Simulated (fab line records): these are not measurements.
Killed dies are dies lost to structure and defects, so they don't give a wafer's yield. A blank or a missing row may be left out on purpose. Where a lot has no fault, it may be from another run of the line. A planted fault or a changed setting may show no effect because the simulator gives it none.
fab line records ; flow n5Finfet ; part 2 of 2: steps 41 to 41 of 41
record: lots: 4; wafers: 10; lastDay: 18
route steps=1938 shown BEOL_M0_SAQP@642 BEOL_M4@1111 PASSIVATION@1936
lots untouched by any fault: they come from a run of this same line in which no faults occurred
startH: start of the lot's first displayed wafer, in hours after the record's first day ; waitH: hours from the lot's prior step to this one ; " identical to the entry in the row above ; L1.1+2: a row that stands for several wafers ; - no value, or no start given ; * or withheld: withheld ; < > ~ a bound
route shown NAME@n: a module of which the file shows steps, and the number in the route of the first ; usual: average and standard deviation across the fault-free wafers ; same: alike in all rows ; chamber/n: place in a boat ; sites: each site's reading ; _std_site: their standard deviation ; _edge_site: the outer-site mean with the inner-site mean subtracted ; radiusMm: how far each site lies from the wafer's centre ; mask NAME#n: copy n ; behind: tool/chamber where the wafer was last shaped ; hold: what put the lot on hold/how long, in hours/how the hold closed ; device: the n, p or np transistor that did not switch ; end of line: the tests these same wafers got at the end of their route ; a step without rows: its recipe alone ; killed: dies that structure and defects cost at the first sort, which is not the same as the wafer's yield ; map: dies across one wafer; x = killed, . = not, _ = none there
set.NAME: the setting that was run; set.NAME@STEP: the one run at that earlier step ; model.NAME: the simulator's own value behind a step, which no gauge read
certain route steps with their lots: each step a table, each wafer a row
services: when a tool's chamber went out of use (startH, in hours from the record's first day, below 0 if earlier), for how many hours, and the reason
== steps ==
step: N5_PASSIVATION_PROBE_49
usual: defectLimitedYield: 91.2/1.5; killed_at_M0_to_M3: 32/9.6; killed_at_M4_up: 13/5.3; killedAtContacts: 13/6.7; killedAtFrontEnd: 42/11; killedAtOther: 3.8/2.9; killedDies: 103/17; killedOnRim: 14/4.4; killedOpen: 67/13; killedShort: 35/7.9; sort_bin_5_function: 5.2/0.94; sort_bin_6_memory: 3.3/0.64; sortNPass: 1077/17; sortYieldPct: 91.2/1.5
same: grossDies: 1180; killedAtBackSide: 0; sort_bin_4_leakage[%]: 0; sort_bin_8_speed[%]: 0
lot.wafer;tool;chamber;startH;waitH;defectLimitedYield[%];killed_at_M0_to_M3;killed_at_M4_up;killedAtContacts;killedAtFrontEnd;killedAtOther;killedDies;killedOnRim;killedOpen;killedShort;sort_bin_5_function[%];sort_bin_6_memory[%];sortNPass;sortYieldPct[%]
L504.1;prober-01;-;318.37;0.0;92.8;29;15;13;27;1;85;10;58;24;4.3;2.4;1095;92.8
L504.2;prober-01;-;318.42;0.1;91.9;29;5;12;41;8;95;10;56;35;4.9;2.6;1085;91.9
L504.5;prober-01;-;318.57;0.2;93.4;35;8;9;23;3;78;8;53;23;3.6;2.5;1102;93.4
L520.2;prober-01;-;414.99;0.1;90.2;55;9;16;32;4;116;14;78;37;4.8;4.2;1064;90.2
L520.3;prober-01;-;415.04;0.1;0;1114;15;10;39;2;1180;152;63;32;96.4;3.3;0;0
L519.2;prober-02;-;424.57;0.1;92.6;24;20;15;27;1;87;17;60;25;4.5;2.7;1093;92.6
L519.5;prober-02;-;424.72;0.2;0;1084;26;13;50;7;1180;152;66;56;95.5;3.7;0;0
L523.2;prober-02;-;437.58;0.1;91.2;21;12;23;44;4;104;10;69;34;5.4;3.0;1076;91.2
L523.3;prober-02;-;437.63;0.1;90.0;26;11;19;57;5;118;17;74;41;6.2;3.4;1062;90.0
L523.5;prober-02;-;437.73;0.2;91.4;30;10;17;43;1;101;7;63;38;4.9;3.2;1079;91.4
killed by level:class
L504.1 MOL_CONTACT_COAG:geometricParticle:open=11 FIN_SAQP:geometricParticle:open=7 GATE_CUT:geometricParticle:short=6 BEOL_M3:geometricParticle:open=6 BEOL_M2:geometricParticle:open=5 BEOL_M0_SAQP:geometricParticle:open=4 DUMMY_GATE:geometricParticle:open=3 BEOL_M0_SAQP:geometricParticle:short=3
L504.2 FIN_SAQP:geometricParticle:open=11 MOL_CONTACT_COAG:geometricParticle:open=11 FIN_SAQP:geometricParticle:short=8 BEOL_M0:geometricParticle:open=5 BEOL_M3:geometricParticle:open=5 STARTING-WAFER:geometricParticle:open=5 BEOL_M1:geometricParticle:short=4 GATE_CUT:geometricParticle:open=3
L504.5 FIN_SAQP:geometricParticle:open=9 BEOL_M1:geometricParticle:open=9 BEOL_M2:geometricParticle:open=9 BEOL_M0_SAQP:geometricParticle:open=6 MOL_CONTACT_COAG:geometricParticle:open=5 BEOL_M0_SAQP:geometricParticle:short=5 MOL_CONTACT_COAG:geometricParticle:short=4 BEOL_M3:geometricParticle:open=4
L520.2 BEOL_M1:geometricParticle:open=18 MOL_CONTACT_COAG:geometricParticle:open=15 BEOL_M2:geometricParticle:open=13 BEOL_M0_SAQP:geometricParticle:short=8 FIN_SAQP:geometricParticle:short=6 BEOL_M3:geometricParticle:open=6 FIN_SAQP:geometricParticle:open=5 STARTING-WAFER:geometricParticle:short=5
L520.3 BEOL_M0_SAQP:areaEtch=1037 BEOL_M0_SAQP:areaRemove=46 STI_FIN_REVEAL:geometricParticle:open=10 MOL_CONTACT_COAG:geometricParticle:open=9 BEOL_M1:geometricParticle:open=9 BEOL_M2:geometricParticle:open=7 FIN_SAQP:geometricParticle:short=6 GATE_CUT:geometricParticle:short=6
L519.2 MOL_CONTACT_COAG:geometricParticle:open=11 BEOL_M4:geometricParticle:open=8 BEOL_M0_SAQP:geometricParticle:open=8 FIN_SAQP:geometricParticle:short=7 FIN_SAQP:geometricParticle:open=6 BEOL_M5:geometricParticle:open=6 MOL_CONTACT_COAG:geometricParticle:short=4 BEOL_M3:geometricParticle:open=4
L519.5 BEOL_M0_SAQP:areaEtch=1015 BEOL_M0_SAQP:areaRemove=41 FIN_SAQP:geometricParticle:short=15 FIN_SAQP:geometricParticle:open=11 MOL_CONTACT_COAG:geometricParticle:open=10 BEOL_M4:geometricParticle:open=8 BEOL_M2:geometricParticle:short=7 GATE_CUT:geometricParticle:short=6
L523.2 MOL_CONTACT_COAG:geometricParticle:open=18 STI_FIN_REVEAL:geometricParticle:open=13 FIN_SAQP:geometricParticle:short=8 FIN_SAQP:geometricParticle:open=7 MOL_CONTACT_COAG:geometricParticle:short=5 BEOL_M0_SAQP:geometricParticle:short=5 BEOL_M1:geometricParticle:open=5 BEOL_M0_SAQP:geometricParticle:open=4
L523.3 STI_FIN_REVEAL:geometricParticle:open=16 MOL_CONTACT_COAG:geometricParticle:open=13 FIN_SAQP:geometricParticle:open=9 STI_FIN_REVEAL:geometricParticle:short=9 BEOL_M0_SAQP:geometricParticle:open=7 BEOL_M1:geometricParticle:open=7 MOL_CONTACT_COAG:geometricParticle:short=6 FIN_SAQP:geometricParticle:short=5
L523.5 FIN_SAQP:geometricParticle:short=13 MOL_CONTACT_COAG:geometricParticle:open=11 FIN_SAQP:geometricParticle:open=9 STI_FIN_REVEAL:geometricParticle:open=9 MOL_CONTACT_COAG:geometricParticle:short=6 BEOL_M0_SAQP:geometricParticle:short=6 BEOL_M0_SAQP:geometricParticle:open=6 BEOL_M1:geometricParticle:open=6
map L519.5 (x killed, . not)
_________________xxxxxxxxxxxx________________
______________xxxxxxxxxxxxxxxxxx_____________
___________xxxxxxxxxxxxxxxxxxxxxxxx__________
__________xxxxxxxxxxxxxxxxxxxxxxxxxx_________
________xxxxxxxxxxxxxxxxxxxxxxxxxxxxxx_______
_______xxxxxxxxxxxxxxxxxxxxxxxxxxxxxxxx______
______xxxxxxxxxxxxxxxxxxxxxxxxxxxxxxxxxx_____
_____xxxxxxxxxxxxxxxxxxxxxxxxxxxxxxxxxxxx____
____xxxxxxxxxxxxxxxxxxxxxxxxxxxxxxxxxxxxxx___
___xxxxxxxxxxxxxxxxxxxxxxxxxxxxxxxxxxxxxxxx__
___xxxxxxxxxxxxxxxxxxxxxxxxxxxxxxxxxxxxxxxx__
__xxxxxxxxxxxxxxxxxxxxxxxxxxxxxxxxxxxxxxxxxx_
__xxxxxxxxxxxxxxxxxxxxxxxxxxxxxxxxxxxxxxxxxx_
_xxxxxxxxxxxxxxxxxxxxxxxxxxxxxxxxxxxxxxxxxxxx
_xxxxxxxxxxxxxxxxxxxxxxxxxxxxxxxxxxxxxxxxxxxx
_xxxxxxxxxxxxxxxxxxxxxxxxxxxxxxxxxxxxxxxxxxxx
_xxxxxxxxxxxxxxxxxxxxxxxxxxxxxxxxxxxxxxxxxxxx
_xxxxxxxxxxxxxxxxxxxxxxxxxxxxxxxxxxxxxxxxxxxx
_xxxxxxxxxxxxxxxxxxxxxxxxxxxxxxxxxxxxxxxxxxxx
_xxxxxxxxxxxxxxxxxxxxxxxxxxxxxxxxxxxxxxxxxxxx
_xxxxxxxxxxxxxxxxxxxxxxxxxxxxxxxxxxxxxxxxxxxx
__xxxxxxxxxxxxxxxxxxxxxxxxxxxxxxxxxxxxxxxxxx_
__xxxxxxxxxxxxxxxxxxxxxxxxxxxxxxxxxxxxxxxxxx_
___xxxxxxxxxxxxxxxxxxxxxxxxxxxxxxxxxxxxxxxx__
___xxxxxxxxxxxxxxxxxxxxxxxxxxxxxxxxxxxxxxxx__
____xxxxxxxxxxxxxxxxxxxxxxxxxxxxxxxxxxxxxx___
_____xxxxxxxxxxxxxxxxxxxxxxxxxxxxxxxxxxxx____
______xxxxxxxxxxxxxxxxxxxxxxxxxxxxxxxxxx_____
_______xxxxxxxxxxxxxxxxxxxxxxxxxxxxxxxx______
________xxxxxxxxxxxxxxxxxxxxxxxxxxxxxx_______
__________xxxxxxxxxxxxxxxxxxxxxxxxxx_________
___________xxxxxxxxxxxxxxxxxxxxxxxx__________
______________xxxxxxxxxxxxxxxxxx_____________
_________________xxxxxxxxxxxx________________
map L520.3 (x killed, . not)
_________________xxxxxxxxxxxx________________
______________xxxxxxxxxxxxxxxxxx_____________
___________xxxxxxxxxxxxxxxxxxxxxxxx__________
__________xxxxxxxxxxxxxxxxxxxxxxxxxx_________
________xxxxxxxxxxxxxxxxxxxxxxxxxxxxxx_______
_______xxxxxxxxxxxxxxxxxxxxxxxxxxxxxxxx______
______xxxxxxxxxxxxxxxxxxxxxxxxxxxxxxxxxx_____
_____xxxxxxxxxxxxxxxxxxxxxxxxxxxxxxxxxxxx____
____xxxxxxxxxxxxxxxxxxxxxxxxxxxxxxxxxxxxxx___
___xxxxxxxxxxxxxxxxxxxxxxxxxxxxxxxxxxxxxxxx__
___xxxxxxxxxxxxxxxxxxxxxxxxxxxxxxxxxxxxxxxx__
__xxxxxxxxxxxxxxxxxxxxxxxxxxxxxxxxxxxxxxxxxx_
__xxxxxxxxxxxxxxxxxxxxxxxxxxxxxxxxxxxxxxxxxx_
_xxxxxxxxxxxxxxxxxxxxxxxxxxxxxxxxxxxxxxxxxxxx
_xxxxxxxxxxxxxxxxxxxxxxxxxxxxxxxxxxxxxxxxxxxx
_xxxxxxxxxxxxxxxxxxxxxxxxxxxxxxxxxxxxxxxxxxxx
_xxxxxxxxxxxxxxxxxxxxxxxxxxxxxxxxxxxxxxxxxxxx
_xxxxxxxxxxxxxxxxxxxxxxxxxxxxxxxxxxxxxxxxxxxx
_xxxxxxxxxxxxxxxxxxxxxxxxxxxxxxxxxxxxxxxxxxxx
_xxxxxxxxxxxxxxxxxxxxxxxxxxxxxxxxxxxxxxxxxxxx
_xxxxxxxxxxxxxxxxxxxxxxxxxxxxxxxxxxxxxxxxxxxx
__xxxxxxxxxxxxxxxxxxxxxxxxxxxxxxxxxxxxxxxxxx_
__xxxxxxxxxxxxxxxxxxxxxxxxxxxxxxxxxxxxxxxxxx_
___xxxxxxxxxxxxxxxxxxxxxxxxxxxxxxxxxxxxxxxx__
___xxxxxxxxxxxxxxxxxxxxxxxxxxxxxxxxxxxxxxxx__
____xxxxxxxxxxxxxxxxxxxxxxxxxxxxxxxxxxxxxx___
_____xxxxxxxxxxxxxxxxxxxxxxxxxxxxxxxxxxxx____
______xxxxxxxxxxxxxxxxxxxxxxxxxxxxxxxxxx_____
_______xxxxxxxxxxxxxxxxxxxxxxxxxxxxxxxx______
________xxxxxxxxxxxxxxxxxxxxxxxxxxxxxx_______
__________xxxxxxxxxxxxxxxxxxxxxxxxxx_________
___________xxxxxxxxxxxxxxxxxxxxxxxx__________
______________xxxxxxxxxxxxxxxxxx_____________
_________________xxxxxxxxxxxx________________
== services ==
tool;chamber;startH;hours;kind
rieDiel-05;3;106.00;-;clean
rieDiel-05;3;106.00;-;consumableReplace:focusRing
rieDiel-05;3;106.00;22.3;scheduledDown
rieDiel-05;3;106.00;22.3;ventCycle
rieDiel-06;3;106.80;1.2;repair
rieDiel-06;-;110.12;0.7;repair
rieSi-05;0;145.84;-;clean
rieSi-05;0;145.84;24.0;scheduledDown
rieSi-05;0;145.84;24.0;ventCycle
rieDiel-06;0;151.75;8.8;repair
rieDiel-06;3;160.69;-;clean
rieDiel-06;3;160.69;-;consumableReplace:focusRing
rieDiel-06;3;160.69;-;consumableReplace:showerhead
rieDiel-06;3;160.69;18.1;scheduledDown
rieDiel-06;3;160.69;18.1;ventCycle
rieSi-05;0;179.77;2.8;repair
rieDiel-06;1;185.66;1.9;repair
rieDiel-02;2;186.31;1.2;repair
rieDiel-02;-;211.42;0.1;repair
rieDiel-02;0;219.73;-;clean
rieDiel-02;0;219.73;-;consumableReplace:focusRing
rieDiel-02;0;219.73;32.4;scheduledDown
rieDiel-02;0;219.73;32.4;ventCycle
rieDiel-02;1;234.79;10.1;repair
== key ==
firstSign: step: N5_BEOL_M0_SAQP_MANDREL_ETCH_20; reading: oesProductAu; direction: down; sigmas: 32; usual: 0.771; struck: 0.403
effect: step: N5_BEOL_M0_SAQP_SPACER1_ETCHBACK_99; reading: oesProductAu; direction: down; sigmas: 5.9; usual: 0.79; struck: 0.30
effect: step: N5_BEOL_M0_SAQP_MANDREL1_REMOVE_100; reading: oesProductAu; direction: down; sigmas: 42; usual: 0.995; struck: 0.491
effect: step: N5_BEOL_M0_SAQP_CD_MEAS_25; reading: cdNm; direction: missing
effect: step: N5_BEOL_M0_SAQP_CD_MEAS_29; reading: cdNm; direction: missing
effect: step: N5_PASSIVATION_PROBE_49; reading: killed_at_M0_to_M3; direction: up; sigmas: 99+; usual: 32; struck: 1099
modelEffect: step: N5_BEOL_M0_SAQP_ETCH_84; value: etch.depthNm; without: 99.99; struck: 83.9
modelEffect: step: N5_BEOL_M0_SAQP_HM_OPEN_112; value: SiARC_of_BEOL_M0_SAQP_COAT_82.thkNm; without: 4.7; struck: 6.5
modelEffect: step: N5_BEOL_M0_SAQP_MANDREL1_REMOVE_100; value: BEOL_M0_SAQP.cdNm; without: 12.8; struck: 43.1
moreKillsBornAt: N5_BEOL_M0_SAQP_ETCH_84@rieDiel-05: 2052
metAt N5_BEOL_M0_SAQP_ETCH_84
struckWafers L519.5,L520.3
laterRowsLeftOut L519.5,L520.3
onsetBetween 129.99 224.56
fault: kind: processParameterDrift; tool: rieDiel-05; chamber: -; onsetH: 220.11; steps: N5_BEOL_M0_SAQP_ETCH_84; channel: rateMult; offset: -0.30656; shape: step; endH: 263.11; scope: struckWafersOnly
laterRowsLeftOut: the simulator's readings of these wafers behind a module that went badly wrong aren't trusted and aren't shown, but for the sort
